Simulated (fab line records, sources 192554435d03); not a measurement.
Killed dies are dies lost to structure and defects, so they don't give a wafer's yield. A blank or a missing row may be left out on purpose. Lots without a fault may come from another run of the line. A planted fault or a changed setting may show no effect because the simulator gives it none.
A struck lot beside a sound one | flow n5_finfet | 17 steps out of a route of 1938
Sound: wafers L999.2, L999.3, L999.5. Struck: wafers L108.1, L108.4, L108.5. The cause comes at the end.
At each step with rows: each side's tool, then ch and its chambers, then its first start. Under that, the readings that differ: sound wafers | struck wafers | difference of the means | sigmas: that difference in standard deviations of wafers without a fault.
alike: readings whose means differ by less than 2 such deviations, and words and numbers that are the same on both sides. not compared: withheld readings, readings that some wafer has no value for, bounds like >300 that may hide the same value, and numbers for which the record gives no deviation and whose values overlap.
The two part at a step that has a row with sigmas, a row that says differs or no value, or rows on one side only. Numbers that don't overlap but have no deviation are shown without sigmas and don't part them. A reading that every wafer of one side lacks parts them only if that side has two wafers or more.

first, 2 steps without rows for these wafers: N5_BEOL_M4_ANNEAL_82 (time 240 s); N5_BEOL_M4_SPUTTER_86 (material Cu, target thk 4.5 nm, time 8.29 s).
N5_BEOL_M4_ANNEAL_87: time 240 s.
  sound on pvd_sputter-01, day 10 16:06; struck on pvd_sputter-01, day 12 21:58
  alike: heater_power_w
N5_BEOL_M4_SPUTTER_88: material Cu, target thk 4.5 nm, time 8.29 s.
  sound on pvd_sputter-01, day 10 16:14; struck on pvd_sputter-01, day 12 22:07
  alike: chuck_gas_flow_sccm, throttle_valve_pct
N5_BEOL_M4_ANNEAL_89: time 240 s.
  sound on pvd_sputter-01, day 10 16:19; struck on pvd_sputter-01, day 12 22:11
  alike: heater_power_w
then, 2 steps without rows for these wafers: N5_BEOL_M4_SPUTTER_90 (material Cu, target thk 4.5 nm, time 8.29 s); N5_BEOL_M4_ANNEAL_91 (time 240 s).
N5_BEOL_M4_SPUTTER_92: material Cu, target thk 4.5 nm, time 8.29 s.
  sound on pvd_sputter-01, day 10 16:41; struck on pvd_sputter-01, day 12 22:33
  alike: chuck_gas_flow_sccm, throttle_valve_pct
then, 4 steps without rows for these wafers: N5_BEOL_M4_ANNEAL_93 (time 240 s); N5_BEOL_M4_SPUTTER_94 (material Cu, target thk 4.5 nm, time 8.29 s); N5_BEOL_M4_ANNEAL_95 (time 240 s); N5_BEOL_M4_SPUTTER_96 (material Cu, target thk 4.5 nm, time 8.29 s).
N5_BEOL_M4_ECD_50: material Cu, target thk 300 nm.
  sound on ecd_cu-01 ch 0,1, day 10 17:14; struck on ecd_cu-02 ch 1, day 12 23:07
N5_BEOL_M4_ANNEAL_51: time 90 s.
  sound on rtp_anneal-01 ch 0, day 10 17:22; struck on rtp_anneal-02 ch 0, day 12 23:11
  alike: wafer_temp_C_max
N5_BEOL_M4_CMP_52: polishes, stops on SiOC, t overpolish 6.8 s, target thk 40 nm.
  sound on cmp-02 ch 0,1, day 10 17:37; struck on cmp-01 ch 0,2, day 12 23:29
  reading                | sound    | struck | difference | sigmas
  time_to_endpoint_s (s) | 61 63 61 | 6 0 0  | -60        | -17
  alike: motor_current_A
  not compared: pad_life_wafers
N5_BEOL_M4_RC_MEAS_101:
  the record has rows for the sound wafers here (prober-01 ch 0, day 10 18:22) and none for the struck ones
-- the record jumps here: 4 days lie between the struck wafers' starts before and after (it left off in module BEOL_M4 and takes up again in module PASSIVATION, whose first step shown is number 1936 of the route) --
N5_PASSIVATION_PROBE_49:
  the record has rows for the struck wafers here (prober-01, day 17 10:56) and none for the sound ones

WHERE THEY PART
First at N5_BEOL_M4_CMP_52; last, within this record, at N5_PASSIVATION_PROBE_49.

WHY: what the simulator had put in
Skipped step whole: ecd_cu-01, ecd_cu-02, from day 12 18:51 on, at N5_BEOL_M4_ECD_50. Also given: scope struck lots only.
